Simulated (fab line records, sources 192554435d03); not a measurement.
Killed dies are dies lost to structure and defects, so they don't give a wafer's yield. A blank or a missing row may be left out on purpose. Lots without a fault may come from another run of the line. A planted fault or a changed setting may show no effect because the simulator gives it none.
A struck lot beside a sound one | flow n5_finfet | 37 steps out of a route of 1938
Sound: wafers L749.1, L749.3, L749.4. Struck: wafer L740.6. (L740.1, L740.2 of the same lot were not struck and are left out.) The cause comes at the end.
At each step with rows: each side's tool, then ch and its chambers, then its first start. Under that, the readings that differ: sound wafers | struck wafers | difference of the means | sigmas: that difference in standard deviations of wafers without a fault.
alike: readings whose means differ by less than 2 such deviations, and words and numbers that are the same on both sides. not compared: withheld readings, readings that some wafer has no value for, bounds like >300 that may hide the same value, and numbers for which the record gives no deviation and whose values overlap.
The two part at a step that has a row with sigmas, a row that says differs or no value, or rows on one side only. Numbers that don't overlap but have no deviation are shown without sigmas and don't part them. A reading that every wafer of one side lacks parts them only if that side has two wafers or more.

first, 8 steps without rows for these wafers: N5_BEOL_M2_ANNEAL_51 (time 90 s); N5_BEOL_M2_CMP_52 (polishes, stops on SiOC, t overpolish 6.8 s, target thk 40 nm); N5_BEOL_M2_PRE_CLEAN_60 (time 15 s); N5_BEOL_M2_CO_CAP_55 (material Co, precursor CCTBA/H2, target thk 2 nm, time 102.1 s); N5_BEOL_M2_PRE_CLEAN_56 (time 15 s); N5_BEOL_M2_DEP_57 (deposits SiCN from 3MS/NH3, target thk 8 nm, time 14 s); N5_BEOL_M3_ILD_DEP_00 (deposits SiOC from DEMS/O2, target thk 79 nm, time 15.3 s); N5_BEOL_M3_PECVD_72 (deposits SiO2 from TEOS/O2, target thk 16 nm, time 18 s).
N5_BEOL_M3_HM_DEP_02: deposits TiN, target thk 20 nm.
  sound on pvd_sputter-03, day 13 02:33; struck on pvd_sputter-02, day 10 11:20
  reading                                    | sound        | struck | difference | sigmas
  model.TiN_of_BEOL_M3_HM_DEP_02.thk_nm (nm) | 20.2 19.8 20 | 14.8   | -5.2       |
  alike: throttle_valve_pct
then, 16 steps without rows for these wafers: N5_BEOL_M3_COAT_61 (time 60 s, resist thk 60 nm); N5_BEOL_M3_COAT_62 (time 60 s, resist thk 12 nm); N5_BEOL_M3_COAT_73 (time 60 s, resist thk 5 nm); N5_BEOL_M3_COAT_05 (resist thk 30 nm); N5_BEOL_M3_EBR_07; N5_BEOL_M3_SOFTBAKE_06 (time 60 s); N5_BEOL_M3_EXPOSE_08 (exposes mask M3); N5_BEOL_M3_PEB_09 (peb time 60 s); N5_BEOL_M3_DEVELOP_10 (develop time 30 s); N5_BEOL_M3_DESCUM_16 (chemistry O2, time 7 s); N5_BEOL_M3_ETCH_74 (etches underlayer in N2/H2, target depth 6.5 nm, time 5.2 s); N5_BEOL_M3_ETCH_63 (etches SiARC in CF4, target depth 15.6 nm, time 26 s); N5_BEOL_M3_ETCH_64 (etches SOC in N2/H2, target depth 75 nm, overetch 15 nm, time 112.5 s); N5_BEOL_M3_STRIP_65 (strips in N2/H2); N5_BEOL_M3_STRIP_75 (strips in N2/H2); N5_BEOL_M3_STRIP_66 (strips in CF4).
N5_BEOL_M3_HM_OPEN_17: chemistry Cl2/BCl3, target TiN, target depth 20 nm, overetch 6 nm.
  sound on rie_metal-01 ch 0,1, day 13 03:20; struck on rie_metal-01 ch 1, day 10 12:13
  reading                  | sound             | struck | difference | sigmas
  model.etch.depth_nm (nm) | 20.27 19.77 19.93 | 14.74  | -5.25      |
  alike: chamber_pressure_mTorr, drypump_motor_current_A, oes_product_au, throttle_valve_pct
  not compared: rf_hours_counter_h
then, 8 steps without rows for these wafers: N5_BEOL_M3_STRIP_19 (strips in O2); N5_BEOL_M3_COAT_67 (time 60 s, resist thk 60 nm); N5_BEOL_M3_COAT_68 (time 60 s, resist thk 12 nm); N5_BEOL_M3_COAT_76 (time 60 s, resist thk 5 nm); N5_BEOL_M3_COAT_22 (resist thk 30 nm); N5_BEOL_M3_EBR_24; N5_BEOL_M3_SOFTBAKE_23 (time 60 s); N5_BEOL_M3_EXPOSE_25 (exposes mask V2, defocus 5 nm).
N5_BEOL_M3_TRENCH_ETCH_37: etches SiOC in C4F6/O2, target depth 55.555 nm, time 29.2 s.
  sound on rie_diel-01 ch 0,1,3; struck on rie_diel-05 ch 1
  reading                                    | sound        | struck | difference | sigmas
  model.TiN_of_BEOL_M3_HM_DEP_02.thk_nm (nm) | 18 17.4 17.6 | 12.4   | -5.3       |
  alike: chamber_pressure_mTorr, drypump_motor_current_A, oes_product_au, rf_vpp_V, showerhead_plenum_p_Torr, throttle_valve_pct
  not compared: rf_hours_counter_h
N5_BEOL_M4_RC_MEAS_101:
  sound on prober-02 ch 0, day 13 22:43; struck on prober-02 ch 0, day 11 14:33
  alike: DIBL_N, DIBL_P, IOFF_N, IOFF_P, ION_N, ION_P, SS_N, SS_P, VT_N, VT_P
-- the record jumps here: 5 days lie between the struck wafers' starts before and after (it left off in module BEOL_M4 and takes up again in module PASSIVATION, whose first step shown is number 1936 of the route) --
N5_PASSIVATION_PROBE_49:
  sound on prober-01, day 18 02:57; struck on prober-01, day 16 04:32
  alike: defect_limited_yield, killed_at_M0_to_M3, killed_at_M4_up, killed_at_contacts, killed_at_front_end, killed_at_other, killed_dies, killed_on_rim, killed_open, killed_short, sort_bin_4_leakage, sort_bin_5_function, sort_bin_6_memory, sort_n_pass, sort_yield_pct

WHERE THEY PART
Nowhere in this record.

WHY: what the simulator had put in
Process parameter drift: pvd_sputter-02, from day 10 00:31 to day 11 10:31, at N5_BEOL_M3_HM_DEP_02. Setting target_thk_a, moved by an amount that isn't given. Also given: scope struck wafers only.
